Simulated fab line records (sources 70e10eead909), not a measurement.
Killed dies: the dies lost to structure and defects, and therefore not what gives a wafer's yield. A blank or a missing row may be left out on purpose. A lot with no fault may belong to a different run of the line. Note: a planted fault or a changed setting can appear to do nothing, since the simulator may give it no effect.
Chamber matching -- flow nand-harc -- rie-diel-08 running NHARC_A_CONTACT_ETCH_106: 4 sister chambers
The step etches the open film in CF4/O2, target depth 60 nm, overetch 6 nm, time 33 s. 8 wafers are shown with their chamber, then 7 later ones without.

== WAFERS, EACH WITH ITS CHAMBER ==
wafer,chamber,showerhead-plenum-p-Torr (Torr),rf-vpp-V (V)
L085.1,0,1.25,196.4
L085.4,2,1.36,199.1
L085.6,3,1.36,199.4
L090.1,3,1.36,198.4
L090.4,2,1.36,199.4
L090.6,1,1.28,196.9
L094.2,1,1.28,196.9
L094.4,0,1.24,196.4

== WAFERS WITH NO CHAMBER GIVEN ==
wafer,showerhead-plenum-p-Torr (Torr),rf-vpp-V (V)
L094.5,1.28,197.0
L096.1,1.35,198.5
L096.2,1.36,199.1
L096.6,1.28,196.9
L097.3,1.28,195.3
L097.4,1.24,194.5
L097.6,1.28,195.9

== WHICH CHAMBER EACH ONE RAN IN ==
wafer,from the rows above,in truth
L094.5,1,1
L096.1,can't be placed: 3 or 2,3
L096.2,can't be placed: 2 or 3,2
L096.6,1,1
L097.3,1,1
L097.4,0,0
L097.6,1,1
Placed correctly: 5 of 7. These rows do not allow placing 2 (true chamber among the candidates in 2). 0 placed wrongly.
How it was worked out, from the rows above alone: a wafer's distance from a chamber is the root of the sum, over the readings, of the square of ((its reading less the chamber's mean) divided by the reading's scatter). If the next closest chamber is less than 2 further off than the closest, the wafer can't be placed; otherwise it belongs to the closest. Each chamber's mean is taken over the wafers shown for it. The scatter is the square root of a quotient: the sum, over the shown wafers, of each reading's squared deviation from its chamber's mean, divided by wafers minus chambers.
